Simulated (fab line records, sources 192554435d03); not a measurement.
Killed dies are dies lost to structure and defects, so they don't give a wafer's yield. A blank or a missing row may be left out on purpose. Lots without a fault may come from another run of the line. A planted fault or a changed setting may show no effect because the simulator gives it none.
A struck lot beside a sound one | flow n5_finfet | 15 steps out of a route of 1938
Sound: wafers L692.1, L692.3, L692.5. Struck: wafers L697.1, L697.2, L697.5. The cause comes at the end.
At each step with rows: each side's tool, then ch and its chambers, then its first start. Under that, the readings that differ: sound wafers | struck wafers | difference of the means | sigmas: that difference in standard deviations of wafers without a fault.
alike: readings whose means differ by less than 2 such deviations, and words and numbers that are the same on both sides. not compared: withheld readings, readings that some wafer has no value for, bounds like >300 that may hide the same value, and numbers for which the record gives no deviation and whose values overlap.
The two part at a step that has a row with sigmas, a row that says differs or no value, or rows on one side only. Numbers that don't overlap but have no deviation are shown without sigmas and don't part them. A reading that every wafer of one side lacks parts them only if that side has two wafers or more.

first, 7 steps without rows for these wafers: N5_BEOL_M9_COAT_75 (time 60 s, resist thk 5 nm); N5_BEOL_M9_COAT_22 (resist thk 30 nm); N5_BEOL_M9_EBR_24; N5_BEOL_M9_SOFTBAKE_23 (time 60 s); N5_BEOL_M9_EXPOSE_25 (exposes mask V8); N5_BEOL_M9_PEB_26 (peb time 60 s); N5_BEOL_M9_DEVELOP_27 (develop time 30 s).
N5_BEOL_M9_CD_MEAS_28: target cd 70 nm.
  sound on cd_sem-02 ch 0, day 11 07:07; struck on cd_sem-02 ch 0, day 12 22:40
  alike: cd_nm
N5_BEOL_M9_OVL_MEAS_29:
  sound on overlay-01 ch 0, day 11 07:08; struck on overlay-01 ch 0, day 12 22:42
  alike: V8_OVL
N5_BEOL_M9_INSPECT_30: inspects for defects (brightfield).
  sound on defect_inspect-01, day 11 07:12; struck on defect_inspect-02, day 12 22:46
  alike: raw_defect_count
N5_BEOL_M9_DESCUM_33: chemistry O2, time 7 s.
  sound on rie_diel-03 ch 1,2,3, day 11 07:14; struck on rie_diel-03 ch 0,2, day 12 23:02
  alike: drypump_motor_current_A, oes_product_au, rf_vpp_V, showerhead_plenum_p_Torr, throttle_valve_pct
  not compared: rf_hours_counter_h
N5_BEOL_M9_ETCH_76: etches underlayer in N2/H2, target depth 6.5 nm, time 5.2 s.
  sound on rie_diel-03 ch 1,2,3, day 11 07:16; struck on rie_diel-03 ch 0,2, day 12 23:04
  alike: bias_w, drypump_motor_current_A, etch_rf_on_time_s, oes_product_au, rf_vpp_V, showerhead_plenum_p_Torr, throttle_valve_pct
  not compared: rf_hours_counter_h
N5_BEOL_M9_ETCH_65: etches SiARC in CF4, target depth 15.6 nm, time 26 s.
  sound on rie_diel-03 ch 1,2,3, day 11 07:17; struck on rie_diel-03 ch 0,2, day 12 23:05
  reading      | sound             | struck            | difference | sigmas
  bias_w (W)   | 36.16 36.26 36.09 | 39.32 39.33 39.41 | +3.18      | +32
  rf_vpp_V (V) | 186.5 182.2 185.0 | 194.8 195.0 194.7 | +10.3      | +7
  alike: drypump_motor_current_A, etch_rf_on_time_s, mfc_ar_sccm, oes_product_au, showerhead_plenum_p_Torr, throttle_valve_pct
  not compared: rf_hours_counter_h
N5_BEOL_M9_ETCH_66: etches SOC in N2/H2, target depth 80 nm, overetch 16 nm, time 120 s.
  sound on rie_diel-03 ch 1,2,3, day 11 07:19; struck on rie_diel-03 ch 0,2, day 12 23:07
  alike: bias_w, drypump_motor_current_A, oes_product_au, rf_vpp_V, showerhead_plenum_p_Torr, throttle_valve_pct
  not compared: rf_hours_counter_h
-- the record jumps here: 3 days lie between the struck wafers' starts before and after (it left off in module BEOL_M9 and takes up again in module PASSIVATION, whose first step shown is number 1936 of the route) --
N5_PASSIVATION_PROBE_49:
  sound on prober-01, day 13 14:31; struck on prober-02, day 15 12:58
  alike: defect_limited_yield, killed_at_M0_to_M3, killed_at_M4_up, killed_at_contacts, killed_at_front_end, killed_at_other, killed_dies, killed_open, killed_short, sort_bin_5_function, sort_bin_6_memory, sort_bin_8_speed, sort_n_pass, sort_yield_pct

WHERE THEY PART
Only at N5_BEOL_M9_ETCH_65, within this record. Later steps at which nothing parts them and some readings are alike: N5_BEOL_M9_ETCH_66, N5_PASSIVATION_PROBE_49.

WHY: what the simulator had put in
Process parameter drift: rie_diel-03, from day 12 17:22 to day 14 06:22, at N5_BEOL_M9_ETCH_65. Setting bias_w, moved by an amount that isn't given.
